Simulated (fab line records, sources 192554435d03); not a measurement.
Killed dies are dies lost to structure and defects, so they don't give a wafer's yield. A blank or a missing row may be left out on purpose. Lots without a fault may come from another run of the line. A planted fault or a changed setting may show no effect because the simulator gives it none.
A struck lot beside a sound one | flow n5_finfet | 15 steps out of a route of 1938
Sound: wafers L889.1, L889.3, L889.4. Struck: wafers L902.2, L902.3. (L902.5 of the same lot was not struck and is left out.) The cause comes at the end.
At each step with rows: each side's tool, then ch and its chambers, then its first start. Under that, the readings that differ: sound wafers | struck wafers | difference of the means | sigmas: that difference in standard deviations of wafers without a fault.
alike: readings whose means differ by less than 2 such deviations, and words and numbers that are the same on both sides. not compared: withheld readings, readings that some wafer has no value for, bounds like >300 that may hide the same value, and numbers for which the record gives no deviation and whose values overlap.
The two part at a step that has a row with sigmas, a row that says differs or no value, or rows on one side only. Numbers that don't overlap but have no deviation are shown without sigmas and don't part them. A reading that every wafer of one side lacks parts them only if that side has two wafers or more.

N5_BEOL_M6_OVL_MEAS_29:
  sound on overlay-01 ch 0, day 9 01:33; struck on overlay-01 ch 0, day 11 22:19
  alike: V5_OVL
N5_BEOL_M6_INSPECT_30: inspects for defects (brightfield).
  sound on defect_inspect-01, day 9 01:36; struck on defect_inspect-01, day 11 22:22
  alike: raw_defect_count
N5_BEOL_M6_DESCUM_33: chemistry O2, time 7 s.
  sound on rie_diel-04 ch 0,1,3, day 9 01:49; struck on rie_diel-04 ch 0,3, day 11 22:27
  alike: drypump_motor_current_A, o2_flow_sccm, oes_product_au, rf_vpp_V, showerhead_plenum_p_Torr, throttle_valve_pct
  not compared: rf_hours_counter_h
then, 1 step without rows for these wafers: N5_BEOL_M6_ETCH_72 (etches underlayer in N2/H2, target depth 6.5 nm, time 5.2 s).
N5_BEOL_M6_ETCH_65: etches SiARC in CF4, target depth 15.6 nm, time 26 s.
  sound on rie_diel-04 ch 0,1,3, day 9 01:52; struck on rie_diel-04 ch 0,3, day 11 22:30
  alike: drypump_motor_current_A, etch_rf_on_time_s, oes_product_au, rf_vpp_V, showerhead_plenum_p_Torr, throttle_valve_pct
  not compared: rf_hours_counter_h
then, 3 steps without rows for these wafers: N5_BEOL_M6_ETCH_66 (etches SOC in N2/H2, target depth 80 nm, overetch 16 nm, time 120 s); N5_BEOL_M6_STRIP_69 (strips in N2/H2); N5_BEOL_M6_STRIP_73 (strips in N2/H2).
N5_BEOL_M6_VIA_ETCH_34: etches SiCOH lowk in C4F6/O2, target depth 126.3 nm, time 50.9 s.
  sound on rie_diel-04 ch 0,1,3, day 9 01:59; struck on rie_diel-04 ch 0,3, day 11 22:38
  alike: drypump_motor_current_A, oes_product_au, rf_vpp_V, run_length_s, showerhead_plenum_p_Torr, throttle_valve_pct
  not compared: rf_hours_counter_h
then, 1 step without rows for these wafers: N5_BEOL_M6_STRIP_76 (strips in C4F6/O2).
N5_BEOL_M6_STRIP_36: strips in N2/H2.
  sound on rie_diel-04 ch 0,1,3, day 9 02:03; struck on rie_diel-04 ch 0,3, day 11 22:41
  alike: drypump_motor_current_A, oes_product_au, rf_vpp_V, showerhead_plenum_p_Torr, throttle_valve_pct
  not compared: rf_hours_counter_h
N5_BEOL_M6_TRENCH_ETCH_37: etches SiCOH lowk in C4F6/O2, target depth 94.435 nm, time 31.5 s.
  sound on rie_diel-04 ch 0,1,3; struck on rie_diel-04 ch 0,3
  alike: drypump_motor_current_A, oes_product_au, rf_vpp_V, run_length_s, showerhead_plenum_p_Torr, throttle_valve_pct
  not compared: rf_hours_counter_h
N5_BEOL_M6_ETCH_41: etches SiCN in CH3F/O2, target depth 29.7 nm, time 52 s.
  sound on rie_diel-04 ch 0,1,3, day 9 02:07; struck on rie_diel-04 ch 0,3, day 11 22:45
  reading                  | sound             | struck      | difference | sigmas
  run_length_s (s)         | 75.8 75.3 74.6    | 98.1 97.3   | +22.5      | +53
  model.etch.depth_nm (nm) | 19.55 19.81 20.48 | 27.51 28.12 | +7.87      |
  alike: drypump_motor_current_A, oes_product_au, rf_vpp_V, showerhead_plenum_p_Torr, throttle_valve_pct
  not compared: rf_hours_counter_h
then, 1 step without rows for these wafers: N5_BEOL_M6_STRIP_80 (strips in N2/H2, time 10 s).
N5_PASSIVATION_PROBE_49:
  the record has rows for the sound wafers here (prober-01, day 12 14:34) and none for the struck ones

WHERE THEY PART
First at N5_BEOL_M6_ETCH_41; last, within this record, at N5_PASSIVATION_PROBE_49.

WHY: what the simulator had put in
Process parameter drift: rie_diel-04, from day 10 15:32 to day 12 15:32, at N5_BEOL_M6_ETCH_41. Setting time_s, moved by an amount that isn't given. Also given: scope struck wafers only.
